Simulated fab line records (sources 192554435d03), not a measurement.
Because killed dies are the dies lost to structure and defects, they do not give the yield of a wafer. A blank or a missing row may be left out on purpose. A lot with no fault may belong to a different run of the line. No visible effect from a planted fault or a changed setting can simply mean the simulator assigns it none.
Chamber matching | flow n5-finfet | 4 sister chambers for N5_FIN_SAQP_HM_OPEN_33 on rie-diel-01
The step chemistry CH3F/O2, target SiNx, target depth 49.4 nm, time 70.6 s. 8 wafers are shown with their chamber, then 7 later ones without.

## WAFERS, EACH WITH ITS CHAMBER
wafer  | chamber | showerhead-plenum-p-Torr (Torr) | drypump-motor-current-A (A)
L080.4 | 0       | 2.12                            | 6.0
L080.6 | 1       | 1.98                            | 6.1
L089.1 | 0       | 2.11                            | 6.0
L089.2 | 3       | 2.14                            | 5.3
L091.4 | 1       | 1.97                            | 6.0
L091.5 | 3       | 2.14                            | 5.3
L093.2 | 2       | 2.07                            | 5.9
L093.5 | 2       | 2.07                            | 5.9

## WAFERS WITHOUT THEIR CHAMBER
wafer  | showerhead-plenum-p-Torr (Torr) | drypump-motor-current-A (A)
L093.6 | 2.14                            | 5.4
L094.2 | 2.11                            | 6.0
L094.3 | 2.14                            | 5.3
L094.4 | 2.06                            | 5.9
L097.2 | 2.06                            | 5.9
L097.4 | 1.96                            | 6.0
L097.5 | 1.96                            | 6.1

## THE CHAMBER EACH PASSED THROUGH
wafer  | from the rows above | in truth
L093.6 | 3                   | 3
L094.2 | 0                   | 0
L094.3 | 3                   | 3
L094.4 | 2                   | 2
L097.2 | 2                   | 2
L097.4 | 1                   | 1
L097.5 | 1                   | 1
Correctly placed: 7 of 7. From these rows, 0 cannot be placed. Placed wrongly: 0.
How it was worked out, from the rows above alone: a wafer's distance from a chamber is the root of the sum, over the readings, of the square of ((its reading less the chamber's mean) divided by the reading's scatter). The wafer belongs to the nearest chamber; if the next one is less than 2 further off, it can't be placed. For every chamber, the mean is computed from those of its wafers that are shown. The scatter: the root of (the sum of the squares of (reading less its chamber's mean) over the shown wafers, divided by (wafers less chambers)).
